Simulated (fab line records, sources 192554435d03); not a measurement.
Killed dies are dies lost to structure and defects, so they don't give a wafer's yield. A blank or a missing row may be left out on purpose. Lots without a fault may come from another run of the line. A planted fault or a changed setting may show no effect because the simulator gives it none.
A struck lot beside a sound one | flow n5_finfet | 14 steps out of a route of 1938
Sound: wafers L177.2, L177.5, L177.6. Struck: wafers L181.2, L181.5, L181.6. The cause comes at the end.
At each step with rows: each side's tool, then ch and its chambers, then its first start. Under that, the readings that differ: sound wafers | struck wafers | difference of the means | sigmas: that difference in standard deviations of wafers without a fault.
alike: readings whose means differ by less than 2 such deviations, and words and numbers that are the same on both sides. not compared: withheld readings, readings that some wafer has no value for, bounds like >300 that may hide the same value, and numbers for which the record gives no deviation and whose values overlap.
The two part at a step that has a row with sigmas, a row that says differs or no value, or rows on one side only. Numbers that don't overlap but have no deviation are shown without sigmas and don't part them. A reading that every wafer of one side lacks parts them only if that side has two wafers or more.

first, 1 step without rows for these wafers: N5_BEOL_M4_STRIP_75 (strips in N2/H2).
N5_BEOL_M4_STRIP_66: strips in CF4.
  sound on rie_diel-03 ch 1,2,3, day 8 07:20; struck on rie_diel-03 ch 0,1,3, day 9 00:24
  alike: drypump_motor_current_A, oes_product_au, rf_vpp_V, showerhead_plenum_p_Torr, throttle_valve_pct
  not compared: rf_hours_counter_h
N5_BEOL_M4_HM_OPEN_17: chemistry Cl2/BCl3, target TiN, target depth 20 nm, overetch 6 nm.
  sound on rie_metal-01 ch 0,1, day 8 07:23; struck on rie_metal-02 ch 0,1, day 9 00:26
  alike: drypump_motor_current_A, mfc_cl2_sccm, oes_product_au, throttle_valve_pct
  not compared: rf_hours_counter_h
N5_BEOL_M4_STRIP_19: strips in O2.
  sound on rie_diel-01 ch 0,1,2, day 8 07:29; struck on rie_diel-01 ch 1,2, day 9 00:33
  alike: drypump_motor_current_A, oes_product_au, rf_vpp_V, showerhead_plenum_p_Torr, throttle_valve_pct
  not compared: rf_hours_counter_h
N5_BEOL_M4_CD_MEAS_18: pitch 36 nm, target cd 18 nm.
  sound on cd_sem-03, day 8 07:34; struck on cd_sem-03, day 9 00:37
  alike: cd_nm
then, 7 steps without rows for these wafers: N5_BEOL_M4_COAT_67 (time 60 s, resist thk 60 nm); N5_BEOL_M4_COAT_68 (time 60 s, resist thk 12 nm); N5_BEOL_M4_COAT_76 (time 60 s, resist thk 5 nm); N5_BEOL_M4_COAT_22 (resist thk 30 nm); N5_BEOL_M4_EBR_24; N5_BEOL_M4_SOFTBAKE_23 (time 60 s); N5_BEOL_M4_EXPOSE_25 (exposes mask V3, defocus 5 nm).
N5_BEOL_M4_PEB_26: peb time 60 s.
  sound on litho_track-04 ch 0, day 8 07:49; struck on litho_track-04, day 9 00:59
  no value came back on the struck wafers for chill_plate_temp_C (C), exhaust_pa (Pa); on the sound wafers chill_plate_temp_C (C) reads 22.91 23.05 23.10
then, 1 step without rows for these wafers: N5_BEOL_M4_DEVELOP_27 (develop time 30 s).

WHERE THEY PART
Only at N5_BEOL_M4_PEB_26, within this record.

WHY: what the simulator had put in
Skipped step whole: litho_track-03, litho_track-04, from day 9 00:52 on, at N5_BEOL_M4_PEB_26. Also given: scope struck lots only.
